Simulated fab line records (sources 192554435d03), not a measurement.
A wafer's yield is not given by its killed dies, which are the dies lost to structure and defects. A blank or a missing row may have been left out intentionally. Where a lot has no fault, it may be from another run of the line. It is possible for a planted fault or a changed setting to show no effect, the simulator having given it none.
2 desks, one fault | flow n5 finfet | each desk has only its own numbers; what lay behind them comes last

== AT THE TOOL OWNER'S DESK: litho track-05 ==
The tool's own readings at N5_BEOL_M10_COAT_63 (time 60 s, resist thk 100 nm): means of the sampled wafers that have a number, for each lot that ran on this tool. Any lot whose mean is over 4 standard deviations away from the usual mean is out of limits and marked OUT; that distance is given in the brackets.
Columns: A = chill plate temp C at N5_BEOL_M10_COAT_63, usual 22.99 C; B = plate temp C at N5_BEOL_M10_COAT_63, usual 250.03 C; C = spin speed rpm at N5_BEOL_M10_COAT_63, usual 1500.1 rpm
lot  | first seen here | A     | B      | C
L571 | day 10 13:20    | 22.97 | 250.22 | 1499.3
L572 | day 10 14:29    | 23.03 | 250.10 | 1292.4 (-99 or more) OUT
L573 | day 10 20:37    | 22.99 | 250.03 | 1292.8 (-99 or more) OUT
L583 | day 13 15:27    | 22.97 | 250.09 | 1501.9
L585 | day 15 00:18    | 22.93 | 249.91 | 1502.1
L587 | day 15 01:17    | 23.04 | 249.96 | 1500.0
L591 | day 15 22:40    | 22.98 | 250.11 | 1499.4
This desk finds L572, L573 out of limits, L572 being first, at day 10 14:29 (spin speed rpm at N5_BEOL_M10_COAT_63). In limits: L571, L583, L585, L587, L591.

== AT THE METROLOGY DESK ==
Lot by lot, what the gauges showed, no matter which tool ran the lot: averages of those sampled wafers that carry a number. Any lot whose mean is over 4 standard deviations away from the usual mean is out of limits and marked OUT; that distance is given in the brackets.
Columns: A = cd nm at N5_BEOL_M10_CD_MEAS_28, usual 69.4 nm
lot  | first seen here | A
L569 | day 10 01:08    | 69.5
L571 | day 10 13:43    | 69.7
L572 | day 10 14:52    | 69.6
L573 | day 10 20:52    | 69.0
L576 | day 12 08:53    | 69.0
L583 | day 13 15:42    | 68.9
L584 | day 13 19:08    | 70.1
L586 | day 15 00:40    | 67.9
L585 | day 15 00:50    | 68.9
L587 | day 15 01:41    | 70.0
L591 | day 15 23:09    | 69.0
This desk found nothing out of limits on any of the 11 lots.

== ALL TOGETHER ==
The tool owner's desk had the chance to raise an alarm at day 10 14:29 on L572, L573.
Metrology desk: nothing out of limits seen.
The metrology desk has L572, L573 on record, within its limits.
On litho track-05, each named lot ran N5_BEOL_M10_COAT_63.

== WHAT WAS PUT IN BY THE SIMULATOR ==
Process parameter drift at N5_BEOL_M10_COAT_63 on litho track-05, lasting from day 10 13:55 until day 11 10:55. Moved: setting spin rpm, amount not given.
Struck lots among those shown: L572, L573.
Delay in hours, fault start to first out-of-limits reading, by desk: the tool owner's desk at 1.
